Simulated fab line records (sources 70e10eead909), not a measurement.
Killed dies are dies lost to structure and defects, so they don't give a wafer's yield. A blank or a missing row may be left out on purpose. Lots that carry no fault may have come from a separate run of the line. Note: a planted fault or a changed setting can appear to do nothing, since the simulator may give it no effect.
The tool behind it: which one? | flow nand harc | 12 lots with 36 wafers sampled at 6 steps, on a route of 1302 steps

== WHAT THE GAUGES READ, wafer by wafer ==
NHARC_P_GATE_CD_MEAS_91 targets a cd of 2000 nm.
lot  | measured     | on        | cd nm (nm)
L126 | day 5 17:10  | cd sem-01 | 1996.2 1996.4 1995.1
L129 | day 6 22:05  | cd sem-01 | 2003.5 2003.4 2000.1
L130 | day 7 13:17  | cd sem-01 | 2003.8 2000.0 2003.0
L131 | day 7 17:05  | cd sem-02 | 2000.8 2002.4 2001.8
L132 | day 8 11:29  | cd sem-02 | 2003.6 2000.4 2003.1
L133 | day 8 12:10  | cd sem-02 | 2003.0 2000.3 2000.9
L134 | day 9 07:05  | cd sem-01 | 1999.6 1999.9 2000.0
L135 | day 9 14:33  | cd sem-02 | 2000.5 1999.2 1998.0
L146 | day 13 20:15 | cd sem-02 | 2044.4 2048.2 2045.6
L147 | day 14 08:23 | cd sem-01 | 2044.8 2047.2 2048.8
L148 | day 14 23:42 | cd sem-01 | 1997.7 1997.4 1998.8
L149 | day 15 02:45 | cd sem-02 | 2053.0 2052.7 2048.9

NHARC_END_SORT_01.
lot  | measured     | on        | killed at array | killed at other | killed at periphery | killed dies | killed open | killed short
L147 | day 33 15:46 | prober-01 | 35 44 26        | 0 0 1           | 10 10 8             | 45 54 35    | 3 3 3       | 4 3 5

== WHAT TOOL EACH LOT RAN ON (gives the tool, then ch and the chambers of the sampled wafers, and finally the start) ==
lot  | NHARC_P_GATE_ETCHBACK_37                      | NHARC_P_GATE_STRIP_76                | NHARC_P_GATE_EXPOSE_88            | NHARC_P_GATE_STRIP_113
L126 | rie diel-05 ch 0,1, day 5 16:23 or earlier    | plasma asher-01 ch 0,1, day 5 16:23  | krf scanner-04 ch 0, day 5 17:01  | plasma asher-01 ch 1, day 5 17:49
L129 | rie diel-12 ch 0,3, day 6 21:18 or earlier    | plasma asher-02 ch 0,1, day 6 21:18  | krf scanner-04 ch 0, day 6 21:56  | plasma asher-01 ch 0,1, day 6 22:50
L130 | rie diel-05 ch 2,3, day 7 12:30 or earlier    | plasma asher-01 ch 0,1, day 7 12:30  | krf scanner-04 ch 0, day 7 13:08  | plasma asher-02 ch 0,1, day 7 14:10
L131 | rie diel-12 ch 2,3, day 7 16:17 or earlier    | plasma asher-01 ch 0,1, day 7 16:17  | krf scanner-04 ch 0, day 7 16:56  | plasma asher-02 ch 0,1, day 7 17:37
L132 | rie diel-06 ch 1,2, day 8 10:35 or earlier    | plasma asher-01 ch 0,1, day 8 10:35  | krf scanner-03 ch 0, day 8 11:21  | plasma asher-01 ch 0,1, day 8 12:15
L133 | rie diel-12 ch 1,2,3, day 8 11:15 or earlier  | plasma asher-02 ch 0,1, day 8 11:15  | krf scanner-04 ch 0, day 8 12:01  | plasma asher-02 ch 0,1, day 8 12:49
L134 | rie diel-05 ch 0,1,2, day 9 06:17 or earlier  | plasma asher-02 ch 0,1, day 9 06:17  | krf scanner-04 ch 0, day 9 06:56  | plasma asher-02 ch 0,1, day 9 07:37
L135 | rie diel-05 ch 0,1,3, day 9 13:46 or earlier  | plasma asher-01 ch 0,1, day 9 13:46  | krf scanner-04 ch 0, day 9 14:24  | plasma asher-01 ch 0,1, day 9 15:06
L146 | rie diel-05 ch 0,2, day 13 19:19 or earlier   | plasma asher-02 ch 0,1, day 13 19:19 | krf scanner-04 ch 0, day 13 20:05 | plasma asher-02 ch 0,1, day 13 20:47
L147 | rie diel-05 ch 0,1,2, day 14 07:37 or earlier | plasma asher-01 ch 0,1, day 14 07:37 | krf scanner-04 ch 0, day 14 08:14 | plasma asher-01 ch 0,1, day 14 09:20
L148 | rie diel-06 ch 0,1,2, day 14 22:47 or earlier | plasma asher-01 ch 0,1, day 14 22:47 | krf scanner-03 ch 0, day 14 23:33 | plasma asher-01 ch 0,1, day 15 00:21
L149 | rie diel-06 ch 2,3, day 15 01:50 or earlier   | plasma asher-02 ch 0,1, day 15 01:50 | krf scanner-04 ch 0, day 15 02:36 | plasma asher-02 ch 0,1, day 15 03:24
- NHARC_P_GATE_ETCHBACK_37: etches the open film in CHF3/O2, target depth 34.5 nm, time 17.2 s.
- NHARC_P_GATE_STRIP_76: strips in O2.
- NHARC_P_GATE_EXPOSE_88: exposes mask P HVN, target cd 2000 nm.
- NHARC_P_GATE_STRIP_113: strips in N2/H2, time 740 s.

== WHAT THE TOOLS THEMSELVES READ (means of the sampled wafers that have a number; where no wafer has one, the mark that the record gives instead) ==
NHARC_P_GATE_ETCHBACK_37.
lot  | tool        | drypump motor current A (A) | o2 flow sccm (sccm) | oes product au (a.u.) | rf vpp V (V) | showerhead plenum p Torr (Torr) | throttle valve pct (%)
L126 | rie diel-05 | 6.1                         | 10.012              | 0.93                  | 370.2        | 2.40                            | 20.575
L129 | rie diel-12 | 6.3                         | 9.965               | 0.94                  | 373.7        | 2.54                            | 20.575
L130 | rie diel-05 | 6.1                         | 9.982               | 1.00                  | 372.6        | 2.50                            | 20.584
L131 | rie diel-12 | 6.1                         | 10.009              | 0.96                  | 369.5        | 2.35                            | 20.570
L132 | rie diel-06 | 5.4                         | 9.999               | 0.95                  | 368.2        | 2.31                            | 20.573
L133 | rie diel-12 | 6.1                         | 10.015              | 0.92                  | 371.0        | 2.42                            | 20.573
L134 | rie diel-05 | 5.9                         | 9.971               | 0.92                  | 370.1        | 2.38                            | 20.572
L135 | rie diel-05 | 6.2                         | 9.989               | 1.00                  | 372.3        | 2.46                            | 20.565
L146 | rie diel-05 | 5.7                         | 9.962               | 1.01                  | 369.5        | 2.35                            | 20.572
L147 | rie diel-05 | 5.9                         | 10.022              | 0.93                  | 369.9        | 2.38                            | 20.559
L148 | rie diel-06 | 5.4                         | 10.010              | 0.93                  | 369.6        | 2.37                            | 20.562
L149 | rie diel-06 | 5.6                         | 10.002              | 1.01                  | 369.4        | 2.34                            | 20.577

NHARC_P_GATE_STRIP_76.
lot  | tool            | drypump motor current A (A) | heater power w (W)
L126 | plasma asher-01 | 6.05                        | 309
L129 | plasma asher-02 | 5.69                        | 321
L130 | plasma asher-01 | 6.01                        | 334
L131 | plasma asher-01 | 6.00                        | 335
L132 | plasma asher-01 | 6.05                        | 293
L133 | plasma asher-02 | 5.58                        | 326
L134 | plasma asher-02 | 5.69                        | 319
L135 | plasma asher-01 | 6.06                        | 292
L146 | plasma asher-02 | 5.69                        | 322
L147 | plasma asher-01 | 6.00                        | 319
L148 | plasma asher-01 | 6.00                        | 324
L149 | plasma asher-02 | 5.71                        | 324

NHARC_P_GATE_EXPOSE_88.
lot  | tool           | exposure dose mJ cm2
L126 | krf scanner-04 | 11.868
L129 | krf scanner-04 | 11.863
L130 | krf scanner-04 | 11.877
L131 | krf scanner-04 | 11.847
L132 | krf scanner-03 | 11.872
L133 | krf scanner-04 | 11.877
L134 | krf scanner-04 | 11.877
L135 | krf scanner-04 | 11.868
L146 | krf scanner-04 | 15.781
L147 | krf scanner-04 | 15.772
L148 | krf scanner-03 | 11.874
L149 | krf scanner-04 | 15.783

NHARC_P_GATE_STRIP_113.
lot  | tool            | drypump motor current A (A) | heater power w (W)
L126 | plasma asher-01 | 6.08                        | 77
L129 | plasma asher-01 | 6.04                        | 82
L130 | plasma asher-02 | 5.71                        | 87
L131 | plasma asher-02 | 5.57                        | 87
L132 | plasma asher-01 | 6.01                        | 87
L133 | plasma asher-02 | 5.58                        | 86
L134 | plasma asher-02 | 5.60                        | 87
L135 | plasma asher-01 | 6.01                        | 87
L146 | plasma asher-02 | 5.70                        | 86
L147 | plasma asher-01 | 6.02                        | 87
L148 | plasma asher-01 | 6.05                        | 80
L149 | plasma asher-02 | 5.58                        | 89

== THE ANSWER, worked out from the rows above alone ==
Rule: the lots themselves supply what counts as usual. Put in order of their means at a reading, lots are off if they are a third of the lots or fewer, leave a main group of 4 or more, and stand apart from it by a gap of 3 or more times the standard deviation of the main group's means; of several such gaps the widest counts. Not used: any main group whose means are identical at the precision the tables above print for the reading. A lot without any number at a reading at which 4 lots or more have one is off too. Where the step has rows for the other lots, those lots are counted as sound. The gauges are gone through in route order, then the tools' own readings, and for those a lot's mean is taken as printed above. At the first step where some lot is off, the reading lying furthest off is the one used; lots without a number count as furthest.
Off: L146, L147, L149 (NHARC_P_GATE_CD_MEAS_91, cd nm). For the main group the mean is 2000.3 nm and the standard deviation 2.1.
If a tool, at a process step before that reading, ran all the lots that are off and no sound lot after the first of them, it fits. Not tried: the gauges at NHARC_P_GATE_CD_MEAS_91; whatever is off there is also off at NHARC_P_GATE_EXPOSE_88, on other tools, and gauge error can't account for it. NHARC_P_GATE_ETCHBACK_37 gives no start for some lots, so the hours and the order of its lots are those of NHARC_P_GATE_STRIP_76. One candidate fits, namely krf scanner-04 at NHARC_P_GATE_EXPOSE_88. A fault onset in the window from L135 (day 9 14:24, its last sound lot) to L146 (day 13 20:05, its first lot off) fits.
On the lots that are off, the tool's own readings at NHARC_P_GATE_EXPOSE_88 differ by more than 5 times the standard deviation of the sound lots' means, which bears it out; exposure dose mJ cm2 reads 15.779 there versus 11.869 on the sound lots.

== WHAT THE SIMULATOR HAD INSERTED ==
Process parameter drift: krf scanner-04, from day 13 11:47 on, at NHARC_P_GATE_EXPOSE_88. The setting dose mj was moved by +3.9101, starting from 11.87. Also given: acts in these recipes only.
Struck lots among those shown: L146, L147, L149. The rule above found the same.
